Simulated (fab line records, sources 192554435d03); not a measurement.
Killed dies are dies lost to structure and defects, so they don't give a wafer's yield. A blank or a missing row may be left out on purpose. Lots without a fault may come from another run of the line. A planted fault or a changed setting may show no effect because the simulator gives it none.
Split-lot experiment | flow n5_finfet | 7 lots, 21 wafers read, on a route of 1938 steps

THE SPLIT
At N5_BEOL_M4_EXPOSE_08 (exposes mask M4), the setting dose_mj was moved away from the recipe's 41.25 on 7 of the 21 wafers read, by -7.3% to +7.0%. The other wafers ran this setting at the recipe's value.

FROM THE SPLIT TO THE READING: what the file shows between them, 12 steps
- N5_BEOL_M4_PEB_09: peb time 60 s
- N5_BEOL_M4_DEVELOP_10: develop time 30 s
- N5_BEOL_M4_CD_MEAS_11: target cd 16.79 nm
- N5_BEOL_M4_DESCUM_16: chemistry O2, time 7 s
- N5_BEOL_M4_ETCH_74: etches underlayer in N2/H2, target depth 6.5 nm, time 5.2 s
- N5_BEOL_M4_ETCH_63: etches SiARC in CF4, target depth 15.6 nm, time 26 s
- N5_BEOL_M4_ETCH_64: etches SOC in N2/H2, target depth 75 nm, overetch 22.5 nm, time 121.9 s
- N5_BEOL_M4_STRIP_65: strips in N2/H2
- N5_BEOL_M4_STRIP_75: strips in N2/H2
- N5_BEOL_M4_STRIP_66: strips in CF4
- N5_BEOL_M4_HM_OPEN_17: chemistry Cl2/BCl3, target TiN, target depth 20 nm, overetch 6 nm
- N5_BEOL_M4_STRIP_19: strips in O2

THE READING
cd_nm, in nm, at N5_BEOL_M4_CD_MEAS_18 (pitch 36 nm, target cd 18 nm). Fault-free wafers of this fab line usually give 18.00 nm, standard deviation 0.3 nm.

wafer  | tool, chamber at the split | dose_mj as run | against the recipe | cd_nm, nm | against lot-mates on the recipe
L075.3 | euv_scanner-02, 0          | 41.25          | recipe             | 17.87     | -
L075.4 | euv_scanner-02, 0          | 38.25          | -7.3%              | 16.04     | -1.83
L075.6 | euv_scanner-02, 0          | 41.25          | recipe             | 17.86     | -
L081.2 | euv_scanner-01, 0          | 40.31          | -2.3%              | 17.72     | +0.09
L081.3 | euv_scanner-01, 0          | 41.25          | recipe             | 17.63     | -
L081.4 | euv_scanner-01, 0          | 40.31          | -2.3%              | 17.69     | +0.06
L083.2 | euv_scanner-02, 0          | 41.25          | recipe             | 18.41     | -
L083.3 | euv_scanner-02, 0          | 41.25          | recipe             | 17.97     | -
L083.5 | euv_scanner-02, 0          | 41.25          | recipe             | 17.84     | -
L087.1 | euv_scanner-02, 0          | 41.25          | recipe             | 17.91     | -
L087.2 | euv_scanner-02, 0          | 41.25          | recipe             | 18.30     | -
L087.5 | euv_scanner-02, 0          | 41.25          | recipe             | 17.61     | -
L089.2 | euv_scanner-01, 0          | 44.14          | +7.0%              | 19.32     | +1.23
L089.3 | euv_scanner-01, 0          | 41.25          | recipe             | 18.41     | -
L089.4 | euv_scanner-01, 0          | 41.25          | recipe             | 17.77     | -
L091.3 | euv_scanner-01, 0          | 41.25          | recipe             | 18.06     | -
L091.5 | euv_scanner-01, 0          | 39.58          | -4.0%              | 16.82     | -1.24
L091.6 | euv_scanner-01, 0          | 39.58          | -4.0%              | 16.59     | -1.47
L097.3 | euv_scanner-02, 0          | 41.25          | recipe             | 17.89     | -
L097.4 | euv_scanner-02, 0          | 41.25          | recipe             | 17.91     | -
L097.5 | euv_scanner-02, 0          | 42.36          | +2.7%              | 18.53     | +0.63

THE FIT
A straight line over all 21 wafers: cd_nm changes by +0.237 nm for each +1% of dose_mj; r = +0.93; the points scatter about the line by 0.26 nm.
The same after taking each lot's own level away (the mean of its wafers on the recipe; 21 wafers): +0.224 nm for each +1%; r = +0.89; scatter 0.32 nm.
On that fit, the largest move of dose_mj shifts the reading by 1.6 nm.
The lots' own levels span 17.630 to 18.090 nm, that is 1.5 times the standard deviation above.
So the lot-to-lot level changes the slope little: the two slopes agree.
Check: with one of the wafers moved furthest among these (-7.3%) left out of the fit, the line predicts -1.53 nm for it against its lot-mates. It came out at -1.83 nm against them.

OTHER SPLITS ON THESE WAFERS
These wafers also went through other splits before the reading. Each is held against what the fit with the lots' levels taken away leaves over:
other split on the same wafers     | wafers away from the commonest value | r with cd_nm (lot level and that fit taken away)
N5_BEOL_M0_SAQP_COAT_08 spin_rpm   | 8                                    | +0.08
N5_BEOL_M0_ETCH_109 bias_w         | 12                                   | -0.04
N5_BEOL_M2_DESCUM_16 time_s        | 9                                    | +0.28
N5_BEOL_M2_ETCH_70 bias_w          | 8                                    | +0.26
N5_BEOL_M2_TRENCH_ETCH_37 bias_w   | 8                                    | -0.41
N5_BEOL_M3_TRENCH_ETCH_37 source_w | 5                                    | -0.07
N5_BEOL_M4_COAT_73 spin_rpm        | 7                                    | -0.10

THE WHOLE CHAIN: every reading that the file lists as answering this split, in the file's order
step                  | what it does                                                            | reading                                                               | change (the file's fit)               | r (the file's)
N5_BEOL_M4_CD_MEAS_11 | target cd 16.79 nm                                                      | cd_nm                                                                 | +0.187 nm for each +1% of the setting | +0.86
N5_BEOL_M4_ETCH_74    | etches underlayer in N2/H2, target depth 6.5 nm, time 5.2 s             | BEOL_M4.cd_offset_nm (the simulator's own value, which no gauge read) | +0.21 nm for each +1% of the setting  | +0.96
N5_BEOL_M4_ETCH_64    | etches SOC in N2/H2, target depth 75 nm, overetch 22.5 nm, time 121.9 s | BEOL_M4.cd_offset_nm (the simulator's own value, which no gauge read) | +0.202 nm for each +1% of the setting | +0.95
N5_BEOL_M4_HM_OPEN_17 | chemistry Cl2/BCl3, target TiN, target depth 20 nm, overetch 6 nm       | BEOL_M4.cd_offset_nm (the simulator's own value, which no gauge read) | +0.216 nm for each +1% of the setting | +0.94
N5_BEOL_M4_CD_MEAS_18 | pitch 36 nm, target cd 18 nm                                            | cd_nm                                                                 | +0.22 nm for each +1% of the setting  | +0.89

THE FILE'S OWN FIT
cd_nm changes by +0.22 nm for each +1% of dose_mj, r = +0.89.
